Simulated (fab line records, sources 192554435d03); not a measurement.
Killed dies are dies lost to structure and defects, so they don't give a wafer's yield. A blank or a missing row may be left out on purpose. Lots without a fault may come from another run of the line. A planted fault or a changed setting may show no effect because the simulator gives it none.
Chamber matching | flow n5_finfet | N5_SD_EPI_N_LINER_46 on ald_sin-01: 4 sister chambers
The step material SiNx, target thk 3 nm. 4 wafers are shown with their chamber, then 9 later ones without.

WAFERS WITH THEIR CHAMBER
wafer  | chamber | heater_power_w (W)
L088.5 | 1       | 797
L090.1 | 0       | 814
L090.3 | 3       | 898
L090.4 | 2       | 841

WAFERS WITHOUT THEIR CHAMBER
wafer  | heater_power_w (W)
L092.1 | 853
L092.2 | 820
L092.4 | 787
L093.1 | 772
L093.2 | 816
L093.3 | 864
L093.4 | 886
L093.5 | 795
L093.6 | 839

WHICH CHAMBER EACH WENT THROUGH
wafer  | from the rows above          | in truth
L092.1 | 2                            | 2
L092.2 | can't be placed: 0 or 2 or 1 | 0
L092.4 | can't be placed: 1 or 0      | 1
L093.1 | can't be placed: 1 or 0      | 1
L093.2 | can't be placed: 0 or 1 or 2 | 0
L093.3 | can't be placed: 2 or 3      | 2
L093.4 | 3                            | 3
L093.5 | can't be placed: 1 or 0      | 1
L093.6 | can't be placed: 2 or 0      | 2
Placed correctly: 2 of 9. Can't be placed from these rows: 7 (the true chamber is among the candidates in 7). Placed wrongly: 0.
How it was worked out, from the rows above alone: a wafer's distance from a chamber is the root of the sum, over the readings, of the square of ((its reading less the chamber's mean) divided by the reading's scatter). The wafer belongs to the nearest chamber; if the next one is less than 2 further off, it can't be placed. A chamber's mean is the mean of its shown wafers. The scatter: with one shown wafer a chamber, the root of the mean of the squares of how far each hidden wafer lies from its nearest shown one.
